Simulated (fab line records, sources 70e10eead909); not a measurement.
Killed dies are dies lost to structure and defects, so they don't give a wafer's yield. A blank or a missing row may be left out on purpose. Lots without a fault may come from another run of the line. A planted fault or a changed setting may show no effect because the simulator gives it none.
Chamber matching | flow nand_harc | NHARC_A_M1_STRIP_18 on rie_diel-12: 4 sister chambers
The step strips in N2/H2. 18 wafers are shown with their chamber, then 9 later ones without.

WAFERS WITH THEIR CHAMBER
wafer  | chamber | oes_product_au (a.u.) | throttle_valve_pct (%) | rf_vpp_V (V)
L075.1 | 1       | 1.005                 | 14.173                 | 88.9
L075.2 | 3       | 1.009                 | 14.155                 | 91.3
L075.5 | 2       | 1.017                 | 14.163                 | 88.7
L076.1 | 3       | 0.999                 | 14.176                 | 89.4
L076.4 | 1       | 0.996                 | 14.174                 | 89.4
L076.6 | 1       | 1.002                 | 14.157                 | 89.6
L077.4 | 2       | 1.009                 | 14.163                 | 88.7
L077.5 | 2       | 0.998                 | 14.150                 | 89.9
L077.6 | 1       | 0.997                 | 14.168                 | 89.2
L080.1 | 0       | 0.997                 | 14.186                 | 89.9
L080.4 | 2       | 1.010                 | 14.161                 | 89.8
L080.6 | 2       | 1.014                 | 14.157                 | 90.6
L082.1 | 3       | 1.008                 | 14.166                 | 90.3
L082.2 | 1       | 1.004                 | 14.164                 | 89.6
L082.4 | 2       | 1.016                 | 14.164                 | 90.9
L081.1 | 0       | 0.986                 | 14.177                 | 91.7
L081.3 | 2       | 0.990                 | 14.177                 | 89.9
L081.5 | 0       | 0.984                 | 14.176                 | 91.3

SIGNATURES (means of the wafers above)
reading            | chamber 0 | chamber 1 | chamber 2 | chamber 3 | scatter within a chamber
oes_product_au     | 0.98900   | 1.00080   | 1.00771   | 1.00533   | 0.00772
throttle_valve_pct | 14.17967  | 14.16720  | 14.16214  | 14.16567  | 0.00791
rf_vpp_V           | 90.967    | 89.340    | 89.786    | 90.333    | 0.767
Rule: a wafer's distance from a chamber is the root of the sum, over the readings, of the square of ((its reading less the chamber's mean) divided by the reading's scatter). The wafer belongs to the nearest chamber; if the next one is less than 2 further off, it can't be placed. The scatter: the root of (the sum of the squares of (reading less its chamber's mean) over the shown wafers, divided by (wafers less chambers)).

WAFERS WITHOUT THEIR CHAMBER
wafer  | oes_product_au (a.u.) | throttle_valve_pct (%) | rf_vpp_V (V)
L091.2 | 1.002                 | 14.186                 | 89.3
L091.5 | 0.996                 | 14.180                 | 89.5
L091.6 | 1.003                 | 14.171                 | 88.8
L093.1 | 0.996                 | 14.182                 | 89.0
L093.5 | 0.986                 | 14.159                 | 90.5
L093.6 | 0.994                 | 14.174                 | 90.4
L096.1 | 0.986                 | 14.170                 | 89.4
L096.3 | 1.005                 | 14.159                 | 90.8
L096.5 | 0.995                 | 14.174                 | 91.0

WHICH CHAMBER EACH WENT THROUGH
wafer  | from the rows above               | in truth
L091.2 | can't be placed: 1 or 0 or 3 or 2 | 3
L091.5 | can't be placed: 1 or 0 or 3 or 2 | 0
L091.6 | can't be placed: 1 or 2 or 3      | 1
L093.1 | can't be placed: 1 or 0 or 3 or 2 | 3
L093.5 | can't be placed: 3 or 1 or 0 or 2 | 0
L093.6 | can't be placed: 0 or 3 or 1 or 2 | 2
L096.1 | can't be placed: 1 or 0 or 3 or 2 | 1
L096.3 | can't be placed: 3 or 2 or 1      | 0
L096.5 | can't be placed: 0 or 3 or 1 or 2 | 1
Placed correctly: 0 of 9. Can't be placed from these rows: 9 (the true chamber is among the candidates in 8). Placed wrongly: 0.
